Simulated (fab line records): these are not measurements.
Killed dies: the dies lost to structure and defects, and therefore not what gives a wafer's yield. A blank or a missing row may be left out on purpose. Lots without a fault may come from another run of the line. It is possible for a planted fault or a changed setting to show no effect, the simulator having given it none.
Split-lot trial / flow n5_finfet / on a route of 1938 steps: 7 lots, 39 wafers read

## THE SPLIT ITSELF
At N5_SD_EPI_N_ETCH_45 (etches SiOCN in CH3F/O2, target depth 6 nm), the setting target_depth_a was moved away from the recipe's 60 angstrom on 9 of the 39 wafers read, by -33.7% to +44.9%. All remaining wafers had this setting at the recipe value.

The split's own step is where the reading is taken.

## THE READING
etch.depth_nm (the simulator's own value, which no gauge read), in nm, at N5_SD_EPI_N_ETCH_45 (etches SiOCN in CH3F/O2, target depth 6 nm). No usual value for it is given in the file. The 30 wafers here that ran the recipe average 5.961 nm, standard deviation 0.14 nm.

wafer=L075.1; tool, chamber at the split=rie_diel-01, 3; target_depth_a as run, angstrom=60; against the recipe=recipe; etch.depth_nm, nm=6.127; against lot-mates on the recipe=-
wafer=L075.2; tool, chamber at the split=rie_diel-01, 0; target_depth_a as run, angstrom=60; against the recipe=recipe; etch.depth_nm, nm=5.897; against lot-mates on the recipe=-
wafer=L075.6; tool, chamber at the split=rie_diel-01, 2; target_depth_a as run, angstrom=60; against the recipe=recipe; etch.depth_nm, nm=6.091; against lot-mates on the recipe=-
wafer=L082.1; tool, chamber at the split=rie_diel-01, 3; target_depth_a as run, angstrom=49.41; against the recipe=-17.7%; etch.depth_nm, nm=4.945; against lot-mates on the recipe=-0.999
wafer=L082.2; tool, chamber at the split=rie_diel-01, 0; target_depth_a as run, angstrom=60; against the recipe=recipe; etch.depth_nm, nm=5.833; against lot-mates on the recipe=-
wafer=L082.3; tool, chamber at the split=rie_diel-01, 1; target_depth_a as run, angstrom=49.41; against the recipe=-17.7%; etch.depth_nm, nm=4.878; against lot-mates on the recipe=-1.066
wafer=L082.4; tool, chamber at the split=rie_diel-01, 2; target_depth_a as run, angstrom=60; against the recipe=recipe; etch.depth_nm, nm=6.031; against lot-mates on the recipe=-
wafer=L082.5; tool, chamber at the split=rie_diel-01, 2; target_depth_a as run, angstrom=60; against the recipe=recipe; etch.depth_nm, nm=5.968; against lot-mates on the recipe=-
wafer=L082.6; tool, chamber at the split=rie_diel-01, 1; target_depth_a as run, angstrom=49.41; against the recipe=-17.7%; etch.depth_nm, nm=4.902; against lot-mates on the recipe=-1.042
wafer=L088.1; tool, chamber at the split=rie_diel-02, 0; target_depth_a as run, angstrom=60; against the recipe=recipe; etch.depth_nm, nm=5.866; against lot-mates on the recipe=-
wafer=L088.2; tool, chamber at the split=rie_diel-02, 3; target_depth_a as run, angstrom=60; against the recipe=recipe; etch.depth_nm, nm=5.903; against lot-mates on the recipe=-
wafer=L088.3; tool, chamber at the split=rie_diel-02, 1; target_depth_a as run, angstrom=60; against the recipe=recipe; etch.depth_nm, nm=5.736; against lot-mates on the recipe=-
wafer=L088.4; tool, chamber at the split=rie_diel-02, 2; target_depth_a as run, angstrom=60; against the recipe=recipe; etch.depth_nm, nm=5.88; against lot-mates on the recipe=-
wafer=L088.5; tool, chamber at the split=rie_diel-02, 1; target_depth_a as run, angstrom=60; against the recipe=recipe; etch.depth_nm, nm=5.708; against lot-mates on the recipe=-
wafer=L088.6; tool, chamber at the split=rie_diel-02, 2; target_depth_a as run, angstrom=60; against the recipe=recipe; etch.depth_nm, nm=5.886; against lot-mates on the recipe=-
wafer=L091.1; tool, chamber at the split=rie_diel-01, 3; target_depth_a as run, angstrom=60; against the recipe=recipe; etch.depth_nm, nm=6.145; against lot-mates on the recipe=-
wafer=L091.2; tool, chamber at the split=rie_diel-01, 2; target_depth_a as run, angstrom=60; against the recipe=recipe; etch.depth_nm, nm=5.974; against lot-mates on the recipe=-
wafer=L091.3; tool, chamber at the split=rie_diel-01, 0; target_depth_a as run, angstrom=60; against the recipe=recipe; etch.depth_nm, nm=5.819; against lot-mates on the recipe=-
wafer=L091.4; tool, chamber at the split=rie_diel-01, 3; target_depth_a as run, angstrom=60; against the recipe=recipe; etch.depth_nm, nm=6.156; against lot-mates on the recipe=-
wafer=L091.5; tool, chamber at the split=rie_diel-01, 2; target_depth_a as run, angstrom=60; against the recipe=recipe; etch.depth_nm, nm=5.993; against lot-mates on the recipe=-
wafer=L091.6; tool, chamber at the split=rie_diel-01, 0; target_depth_a as run, angstrom=60; against the recipe=recipe; etch.depth_nm, nm=5.812; against lot-mates on the recipe=-
wafer=L092.1; tool, chamber at the split=rie_diel-01, 3; target_depth_a as run, angstrom=60; against the recipe=recipe; etch.depth_nm, nm=6.124; against lot-mates on the recipe=-
wafer=L092.2; tool, chamber at the split=rie_diel-01, 1; target_depth_a as run, angstrom=60; against the recipe=recipe; etch.depth_nm, nm=6.179; against lot-mates on the recipe=-
wafer=L092.3; tool, chamber at the split=rie_diel-01, 0; target_depth_a as run, angstrom=60; against the recipe=recipe; etch.depth_nm, nm=5.782; against lot-mates on the recipe=-
wafer=L092.4; tool, chamber at the split=rie_diel-01, 1; target_depth_a as run, angstrom=60; against the recipe=recipe; etch.depth_nm, nm=6.136; against lot-mates on the recipe=-
wafer=L092.5; tool, chamber at the split=rie_diel-01, 0; target_depth_a as run, angstrom=60; against the recipe=recipe; etch.depth_nm, nm=5.79; against lot-mates on the recipe=-
wafer=L092.6; tool, chamber at the split=rie_diel-01, 3; target_depth_a as run, angstrom=60; against the recipe=recipe; etch.depth_nm, nm=6.189; against lot-mates on the recipe=-
wafer=L094.1; tool, chamber at the split=rie_diel-01, 1; target_depth_a as run, angstrom=39.78; against the recipe=-33.7%; etch.depth_nm, nm=4.042; against lot-mates on the recipe=-1.963
wafer=L094.2; tool, chamber at the split=rie_diel-01, 3; target_depth_a as run, angstrom=60; against the recipe=recipe; etch.depth_nm, nm=6.12; against lot-mates on the recipe=-
wafer=L094.3; tool, chamber at the split=rie_diel-01, 0; target_depth_a as run, angstrom=39.78; against the recipe=-33.7%; etch.depth_nm, nm=3.862; against lot-mates on the recipe=-2.143
wafer=L094.4; tool, chamber at the split=rie_diel-01, 0; target_depth_a as run, angstrom=60; against the recipe=recipe; etch.depth_nm, nm=5.786; against lot-mates on the recipe=-
wafer=L094.5; tool, chamber at the split=rie_diel-01, 3; target_depth_a as run, angstrom=60; against the recipe=recipe; etch.depth_nm, nm=6.108; against lot-mates on the recipe=-
wafer=L094.6; tool, chamber at the split=rie_diel-01, 1; target_depth_a as run, angstrom=39.78; against the recipe=-33.7%; etch.depth_nm, nm=4.03; against lot-mates on the recipe=-1.975
wafer=L097.1; tool, chamber at the split=rie_diel-02, 2; target_depth_a as run, angstrom=86.95; against the recipe=+44.9%; etch.depth_nm, nm=8.632; against lot-mates on the recipe=+2.699
wafer=L097.2; tool, chamber at the split=rie_diel-02, 0; target_depth_a as run, angstrom=60; against the recipe=recipe; etch.depth_nm, nm=5.897; against lot-mates on the recipe=-
wafer=L097.3; tool, chamber at the split=rie_diel-02, 1; target_depth_a as run, angstrom=86.95; against the recipe=+44.9%; etch.depth_nm, nm=8.347; against lot-mates on the recipe=+2.414
wafer=L097.4; tool, chamber at the split=rie_diel-02, 3; target_depth_a as run, angstrom=60; against the recipe=recipe; etch.depth_nm, nm=5.957; against lot-mates on the recipe=-
wafer=L097.5; tool, chamber at the split=rie_diel-02, 3; target_depth_a as run, angstrom=60; against the recipe=recipe; etch.depth_nm, nm=5.946; against lot-mates on the recipe=-
wafer=L097.6; tool, chamber at the split=rie_diel-02, 0; target_depth_a as run, angstrom=86.95; against the recipe=+44.9%; etch.depth_nm, nm=8.59; against lot-mates on the recipe=+2.657

FIT RESULTS
A straight line over all 39 wafers: etch.depth_nm changes by +0.0579 nm for each +1% of target_depth_a; r = +0.99; the points scatter about the line by 0.14 nm.
The same after taking each lot's own level away (the mean of its wafers on the recipe; 39 wafers): +0.0585 nm for each +1%; r = +0.99; scatter 0.12 nm.
That fit puts the effect of the largest move of target_depth_a on the reading at 2.6 nm.
Across the lots, their own levels run from 5.8298 to 6.0383 nm, a range of 1.4 times the standard deviation given above.
Hence the lot-to-lot level has little effect on the slope; both slopes agree.
Check: +2.6 nm against its lot-mates is what the line predicts for one of the wafers moved furthest among these (+44.9%) when that wafer is left out of the fit. Against them it came out at +2.7 nm.

## THESE WAFERS: OTHER SPLITS
Before the reading, these wafers also passed through other splits. Each is held against what the fit with the lots' levels taken away leaves over:
other split on the same wafers=N5_ZERO_LAYER_PECVD_02 time_s; wafers away from the commonest value=15; r with etch.depth_nm (lot level and that fit taken away)=-0.05
other split on the same wafers=N5_FIN_SAQP_ETCH_65 time_s; wafers away from the commonest value=18; r with etch.depth_nm (lot level and that fit taken away)=+0.19

## THE FILE'S OWN FIT
etch.depth_nm changes by +0.0586 nm for each +1% of target_depth_a, r = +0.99.
